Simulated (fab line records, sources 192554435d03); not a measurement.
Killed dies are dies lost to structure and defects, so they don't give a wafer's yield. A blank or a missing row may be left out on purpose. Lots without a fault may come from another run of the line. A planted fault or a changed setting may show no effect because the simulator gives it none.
fab line records | flow n5_finfet
record lots=10 wafers=29 last_day=18
route steps=1938 shown BEOL_M11@1587 BEOL_M12@1603 PASSIVATION@1936
lots that met no fault: from a run of the same line without faults
start_h: hours from the record's first day to the start of the lot's first wafer shown | wait_h: hours since the lot's step before | " the same as in the row above | L1.1+2: a row that stands for several wafers | - no value, or no start given | * or withheld: withheld | < > ~ a bound
route shown NAME@n: a module of which the file shows steps, and the number in the route of the first | usual: mean/standard deviation of fault-free wafers | same: alike in all rows | chamber/n: place in a boat | sites: the reading at each site | _std_site: their standard deviation | _edge_site: outer sites' mean less inner sites' | radius_mm: how far each site lies from the wafer's centre | mask NAME#n: copy n | behind: the tool/chamber that last shaped the wafer | hold: why the lot was held/for how many hours/how that ended | device: the transistor (n, p or np) that didn't switch | end of line: the same wafers' tests at the end of the route | a step without rows: its recipe alone | killed: dies lost to structure and defects at the first sort, not the wafer's yield | map: a wafer's dies, x killed, . not, _ none there
set.NAME: the setting as run; set.NAME@STEP: as run at that earlier step | model.NAME: the simulator's own value behind a step, which no gauge read
steps of the route over a sample of lots; a table a step, a row a wafer
services: from which hour (start_h, from the record's first day; less than 0 if before it) a tool's chamber was out of use, for how many hours, and why
## steps
# step N5_BEOL_M11_CURE_72
# recipe temp_c=370 time_s=120 ambient=DMADMS/He material=SiCOH_lowk
# usual lamp_power_pct=52.32/0.059 wafer_temp_C_max=371.9/0.61
# columns lot.wafer tool chamber start_h wait_h lamp_power_pct wafer_temp_C_max
L629.2 uv_cure-02 2 224.46 0.1 52.33 371.4
L629.3 " 2 " " 52.21 371.0
L629.4 " 2 " " 52.21 371.5
L631.1 uv_cure-02 1 232.56 1.1 52.34 372.8
L631.2 " 1 " " 52.21 372.3
L631.5 " 1 " " 52.37 372.9
L630.1 uv_cure-02 0 235.80 0.3 52.17 371.5
L630.2 " 0 " " 52.27 372.4
L630.3 " 0 " " 52.23 371.4
L637.4 uv_cure-01 0 272.69 0.4 52.24 371.5
L637.5 " 0 " " 52.31 371.2
L640.2 uv_cure-02 1 288.18 0.1 52.37 373.7
L640.4 " 1 " " 52.31 372.2
L640.5 " 1 " " 52.33 372.1
L641.2 uv_cure-02 2 300.22 0.3 52.34 371.5
L641.3 " 2 " " 52.32 372.4
L641.6 " 2 " " 52.46 371.5
L642.2 uv_cure-01 2 323.21 0.1 52.33 372.6
L642.3 " 2 " " 52.28 372.7
L642.5 " 2 " " 52.25 373.4
L649.1 uv_cure-03 0 349.80 0.0 52.24 371.8
L649.4 " 0 " " 52.32 371.5
L649.5 " 0 " " 52.33 371.8
L648.3 uv_cure-02 0 352.86 0.1 52.30 371.7
L648.5 " 0 " " 52.43 372.2
L648.6 " 0 " " 52.34 371.9
L652.2 uv_cure-02 0 380.23 0.1 52.33 371.8
L652.4 " 0 " " 52.28 371.7
L652.5 " 0 " " 52.28 372.4
# step N5_BEOL_M11_INSPECT_58
# recipe inspect_instrument=darkfield mode=post_dep
# usual raw_defect_count=70/21
# columns lot.wafer tool chamber start_h wait_h raw_defect_count
L629.2 defect_inspect-02 - 226.62 0.0 45
L629.3 " - " " 79
L629.4 " - " " 79
L631.1 defect_inspect-02 - 235.97 0.0 61
L631.2 " - " " 60
L631.5 " - " " 55
L630.1 defect_inspect-01 - 238.39 0.0 90
L630.2 " - " " 84
L630.3 " - " " 79
L637.4 defect_inspect-01 - 276.69 0.0 90
L637.5 " - " " 69
L640.2 defect_inspect-02 - 291.45 0.0 54
L640.4 " - " " 56
L640.5 " - " " 60
L641.2 defect_inspect-02 - 303.45 0.0 72
L641.3 " - " " 67
L641.6 " - " " 128
L642.2 defect_inspect-01 - 325.85 0.0 48
L642.3 " - " " 45
L642.5 " - " " 45
L649.1 defect_inspect-01 - 352.35 0.0 58
L649.4 " - " " 65
L649.5 " - " " 62
L648.3 defect_inspect-02 - 355.24 0.0 90
L648.5 " - " " 84
L648.6 " - " " 65
L652.2 defect_inspect-01 - 382.68 0.0 52
L652.4 " - " " 80
L652.5 " - " " 83
# step N5_BEOL_M12_THK_MEAS_01
# recipe reads=SiOC_of_BEOL_M12_ILD_DEP_00
# usual M12_ILD_THK=659/8.2
# columns lot.wafer tool chamber start_h wait_h M12_ILD_THK[nm]
L629.2 film_metro-01 - 226.79 0.1 665
L629.3 " - " " 658
L629.4 " - " " 674
L631.1 film_metro-01 - 236.14 0.1 658
L631.2 " - " " 656
L631.5 " - " " 664
L630.1 film_metro-02 - 238.56 0.1 664
L630.2 " - " " 659
L630.3 " - " " 663
L637.4 film_metro-02 - 276.86 0.0 657
L637.5 " - " " 663
L640.2 film_metro-02 - 291.61 0.1 663
L640.4 " - " " 669
L640.5 " - " " 666
L641.2 film_metro-01 - 303.62 0.1 644
L641.3 " - " " 645
L641.6 " - " " 658
L642.2 film_metro-02 - 326.02 0.1 654
L642.3 " - " " 648
L642.5 " - " " 656
L649.1 film_metro-01 - 352.57 0.1 646
L649.4 " - " " 648
L649.5 " - " " 657
L648.3 film_metro-02 - 355.46 0.1 678
L648.5 " - " " 669
L648.6 " - " " 669
L652.2 film_metro-02 - 382.87 0.1 649
L652.4 " - " " 661
L652.5 " - " " 667
# step N5_BEOL_M12_EXPOSE_07
# recipe mask_id=V11 na=0.93 source_shape=conventional sigma_outer=0.6 polarization=unpolarized attpsm_phase_deg=180 dose_mj=32.5
# usual exposure_dose_mJ_cm2=32.49/0.031 stage_vel_mm_s=499.99/0.27
# columns lot.wafer tool chamber start_h wait_h mask exposure_dose_mJ_cm2 stage_vel_mm_s
L629.2 krf_scanner-02 0 226.92 - V11#0 32.45 499.95
L629.3 " 0 " " V11#0 32.45 499.83
L629.4 " 0 " " V11#0 32.44 500.02
L631.1 krf_scanner-02 0 236.27 - V11#0 32.54 500.38
L631.2 " 0 " " V11#0 32.50 500.44
L631.5 " 0 " " V11#0 32.52 500.14
L630.1 krf_scanner-01 0 238.82 - V11#0 32.50 500.48
L630.2 " 0 " " V11#0 32.51 500.17
L630.3 " 0 " " V11#0 32.49 500.03
L637.4 krf_scanner-01 0 277.01 - V11#0 36.20 499.62
L637.5 " 0 " " V11#0 36.22 500.12
L640.2 krf_scanner-01 0 291.88 - V11#0 35.51 500.53
L640.4 " 0 " " V11#0 35.50 499.92
L640.5 " 0 " " V11#0 35.50 500.16
L641.2 krf_scanner-02 0 303.88 - V11#0 32.49 500.06
L641.3 " 0 " " V11#0 32.48 499.61
L641.6 " 0 " " V11#0 32.45 499.69
L642.2 krf_scanner-02 0 326.28 - V11#0 32.50 499.91
L642.3 " 0 " " V11#0 32.48 499.95
L642.5 " 0 " " V11#0 32.49 500.20
L649.1 krf_scanner-02 0 352.82 - V11#0 32.48 500.17
L649.4 " 0 " " V11#0 32.46 499.72
L649.5 " 0 " " V11#0 32.55 499.51
L648.3 krf_scanner-02 0 355.60 - V11#0 32.50 500.30
L648.5 " 0 " " V11#0 32.49 500.32
L648.6 " 0 " " V11#0 32.49 499.97
L652.2 krf_scanner-02 0 383.13 - V11#0 32.41 500.62
L652.4 " 0 " " V11#0 32.49 500.20
L652.5 " 0 " " V11#0 32.51 500.36
# step N5_BEOL_M12_CD_MEAS_10
# recipe target_cd_nm=140 landing_energy_ev=500 detector=se_inlens polarity=opening
# usual cd_nm=139.6/1.4
# columns lot.wafer tool chamber start_h wait_h cd_nm
L629.2 cd_sem-02 0 227.09 - 137.3
L629.3 " 0 " " 138.5
L629.4 " 0 " " 138.9
L631.1 cd_sem-02 0 236.44 - 139.2
L631.2 " 0 " " 140.8
L631.5 " 0 " " 141.0
L630.1 cd_sem-02 0 238.99 - 139.9
L630.2 " 0 " " 139.3
L630.3 " 0 " " 140.4
L637.4 cd_sem-03 0 277.17 - 152.1
L637.5 " 0 " " 150.9
L640.2 cd_sem-03 0 292.04 - 150.3
L640.4 " 0 " " 150.0
L640.5 " 0 " " 150.9
L641.2 cd_sem-02 0 304.05 - 139.6
L641.3 " 0 " " 137.8
L641.6 " 0 " " 140.1
L642.2 cd_sem-02 0 326.45 - 141.5
L642.3 " 0 " " 139.7
L642.5 " 0 " " 140.6
L649.1 cd_sem-02 0 352.99 - 138.3
L649.4 " 0 " " 139.3
L649.5 " 0 " " 139.2
L648.3 cd_sem-01 0 355.76 - 138.1
L648.5 " 0 " " 138.0
L648.6 " 0 " " 137.4
L652.2 cd_sem-02 0 383.30 - 141.2
L652.4 " 0 " " 141.7
L652.5 " 0 " " 140.3
# step N5_PASSIVATION_PROBE_49
# usual defect_limited_yield=91.4/1.6 killed_at_M0_to_M3=34/12 killed_at_M4_up=13/5.2 killed_at_contacts=11/5.5 killed_at_front_end=40/13 killed_at_other=3.4/2.7 killed_dies=102/19 killed_open=66/15 killed_short=33/7.9 sort_bin_5_function=5.1/1.1 sort_bin_6_memory=3.2/0.7 sort_n_pass=1078/19 sort_yield_pct=91.4/1.6
# same gross_dies=1180 killed_at_back_side=0 sort_bin_4_leakage[%]=0 sort_bin_8_speed[%]=0
# columns lot.wafer tool chamber start_h wait_h defect_limited_yield[%] killed_at_M0_to_M3 killed_at_M4_up killed_at_contacts killed_at_front_end killed_at_other killed_dies killed_open killed_short sort_bin_5_function[%] sort_bin_6_memory[%] sort_n_pass sort_yield_pct[%]
L637.4 prober-02 - 311.36 0.2 90.4 51 15 10 28 9 113 66 43 4.7 4.5 1067 90.4
L637.5 prober-02 - 311.41 0.2 91.9 23 23 13 31 5 95 57 27 4.6 2.8 1085 91.9
L640.2 prober-02 - 341.65 0.1 88.1 60 15 21 39 6 141 85 49 6.5 4.5 1039 88.1
L649.1 prober-01 - 400.61 0.0 90.0 31 14 12 61 0 118 81 37 5.2 4.5 1062 90.0
# killed by level:class
L637.4 BEOL_M0_SAQP:geometric_particle:short=24 BEOL_M0_SAQP:geometric_particle:open=18 MOL_CONTACT_COAG:geometric_particle:open=10 BEOL_M4:geometric_particle:open=7 STI_FIN_REVEAL:geometric_particle:open=5 DUMMY_GATE:geometric_particle:open=5 FIN_SAQP:geometric_particle:open=4 GATE_CUT:geometric_particle:short=3
L637.5 MOL_CONTACT_COAG:geometric_particle:open=10 BEOL_M0_SAQP:geometric_particle:open=8 STI_FIN_REVEAL:geometric_particle:open=7 BEOL_M0_SAQP:geometric_particle:short=7 BEOL_M4:geometric_particle:open=6 STARTING-WAFER:geometric_particle:short=6 DUMMY_GATE:geometric_particle:open=4 BEOL_M12:area_expose=4
L640.2 BEOL_M0_SAQP:geometric_particle:open=19 MOL_CONTACT_COAG:geometric_particle:open=16 BEOL_M0_SAQP:geometric_particle:short=16 BEOL_M2:geometric_particle:open=8 BEOL_M3:geometric_particle:open=7 FIN_SAQP:geometric_particle:short=6 FIN_SAQP:geometric_particle:open=5 MOL_CONTACT_COAG:geometric_particle:short=5
L649.1 FIN_SAQP:geometric_particle:open=17 FIN_SAQP:geometric_particle:short=10 BEOL_M1:geometric_particle:open=10 STI_FIN_REVEAL:geometric_particle:open=9 MOL_CONTACT_COAG:geometric_particle:open=7 STI_FIN_REVEAL:geometric_particle:short=6 DUMMY_GATE:geometric_particle:open=6 BEOL_M2:geometric_particle:open=6
## services
# columns tool chamber start_h hours kind
krf_scanner-02 0 205.06 - calibration
uv_cure-03 - 205.77 1.0 pm
krf_scanner-01 0 217.47 - calibration
krf_scanner-01 - 221.75 1.3 pm
uv_cure-02 - 229.35 2.1 pm
uv_cure-01 - 233.67 7.5 pm
uv_cure-03 - 241.28 22.2 pm
krf_scanner-02 - 273.65 1.0 pm
krf_scanner-02 - 304.87 2.9 repair
krf_scanner-02 - 308.92 1.3 pm
krf_scanner-01 - 310.22 3.6 pm
krf_scanner-01 - 330.31 0.8 pm
krf_scanner-02 - 332.42 0.4 repair
uv_cure-02 - 344.87 1.0 pm
uv_cure-01 - 357.97 13.1 repair
krf_scanner-01 - 362.98 1.0 pm
uv_cure-02 - 365.21 14.6 pm
krf_scanner-02 - 374.04 3.6 pm
krf_scanner-01 0 379.46 - calibration
krf_scanner-02 0 380.24 - calibration
## key
first_sign step=N5_BEOL_M12_EXPOSE_07 reading=exposure_dose_mJ_cm2 direction=up sigmas=99+ usual=32.49 struck=35.79
effect step=N5_BEOL_M12_CD_MEAS_10 reading=cd_nm direction=up sigmas=8 usual=139.6 struck=150.9 through=control_loop
met_at N5_BEOL_M12_EXPOSE_07
struck_lots L637,L640
loop_trim step=N5_BEOL_M12_EXPOSE_07 setting=dose lots=L640
not_acting_at N5_BEOL_M11_CURE_72,N5_BEOL_M11_INSPECT_58,N5_BEOL_M12_THK_MEAS_01
onset_between 238.82 277.01
fault kind=process_parameter_drift tool=krf_scanner-01 chamber=- onset_h=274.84 steps=N5_BEOL_M12_EXPOSE_07 channel=dose_mj offset=3.7304 shape=step acts_in=these_recipes_only stated=32.5
# loop_trim: a control loop set the setting to another value than it would have without faults
